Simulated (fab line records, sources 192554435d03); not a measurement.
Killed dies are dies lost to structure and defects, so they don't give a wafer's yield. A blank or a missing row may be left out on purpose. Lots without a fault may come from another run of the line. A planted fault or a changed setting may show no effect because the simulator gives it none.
Chamber matching | flow n5_finfet | N5_DUMMY_GATE_ETCH_23 on rie_si-02: 4 sister chambers
The step etches poly-Si in HBr/Cl2/O2, target depth 41 nm, time 22.3 s. 18 wafers are shown with their chamber, then 9 later ones without.

WAFERS WITH THEIR CHAMBER
wafer  | chamber | drypump_motor_current_A (A) | throttle_valve_pct (%) | oes_product_au (a.u.)
L074.3 | 1       | 5.7                         | 37.42                  | 1.008
L074.4 | 0       | 4.9                         | 36.99                  | 1.022
L074.5 | 0       | 4.9                         | 36.98                  | 1.023
L077.1 | 1       | 5.7                         | 37.42                  | 1.004
L077.3 | 2       | 6.7                         | 37.72                  | 1.007
L077.6 | 1       | 5.7                         | 37.41                  | 1.001
L078.1 | 3       | 6.5                         | 37.39                  | 0.956
L078.4 | 2       | 6.7                         | 37.71                  | 1.008
L078.5 | 1       | 5.8                         | 37.41                  | 1.009
L079.1 | 1       | 5.7                         | 37.42                  | 1.010
L079.4 | 0       | 4.9                         | 36.98                  | 1.012
L079.6 | 3       | 6.6                         | 37.39                  | 0.964
L084.2 | 3       | 6.5                         | 37.40                  | 0.968
L084.4 | 0       | 4.9                         | 37.01                  | 1.022
L084.5 | 0       | 5.0                         | 37.00                  | 1.018
L085.2 | 1       | 5.7                         | 37.41                  | 1.005
L085.4 | 2       | 6.7                         | 37.65                  | 1.019
L085.6 | 2       | 6.7                         | 37.64                  | 1.019

SIGNATURES (means of the wafers above)
reading                 | chamber 0 | chamber 1 | chamber 2 | chamber 3 | scatter within a chamber
drypump_motor_current_A | 4.920     | 5.717     | 6.700     | 6.533     | 0.0405
throttle_valve_pct      | 36.9920   | 37.4150   | 37.6800   | 37.3933   | 0.0205
oes_product_au          | 1.01940   | 1.00617   | 1.01325   | 0.96267   | 0.005
Rule: a wafer's distance from a chamber is the root of the sum, over the readings, of the square of ((its reading less the chamber's mean) divided by the reading's scatter). The wafer belongs to the nearest chamber; if the next one is less than 2 further off, it can't be placed. The scatter: the root of (the sum of the squares of (reading less its chamber's mean) over the shown wafers, divided by (wafers less chambers)).

WAFERS WITHOUT THEIR CHAMBER
wafer  | drypump_motor_current_A (A) | throttle_valve_pct (%) | oes_product_au (a.u.)
L090.3 | 6.6                         | 37.38                  | 0.969
L090.4 | 5.7                         | 37.41                  | 1.005
L090.5 | 6.5                         | 37.41                  | 0.959
L094.1 | 6.7                         | 37.64                  | 1.013
L094.3 | 5.7                         | 37.44                  | 1.001
L094.4 | 6.6                         | 37.41                  | 0.974
L097.2 | 5.7                         | 37.42                  | 0.984
L097.3 | 6.5                         | 37.41                  | 0.971
L097.4 | 5.0                         | 36.99                  | 1.021

WHICH CHAMBER EACH WENT THROUGH
wafer  | from the rows above | in truth
L090.3 | 3                   | 3
L090.4 | 1                   | 1
L090.5 | 3                   | 3
L094.1 | 2                   | 2
L094.3 | 1                   | 1
L094.4 | 3                   | 3
L097.2 | 1                   | 1
L097.3 | 3                   | 3
L097.4 | 0                   | 0
Placed correctly: 9 of 9. Can't be placed from these rows: 0. Placed wrongly: 0.
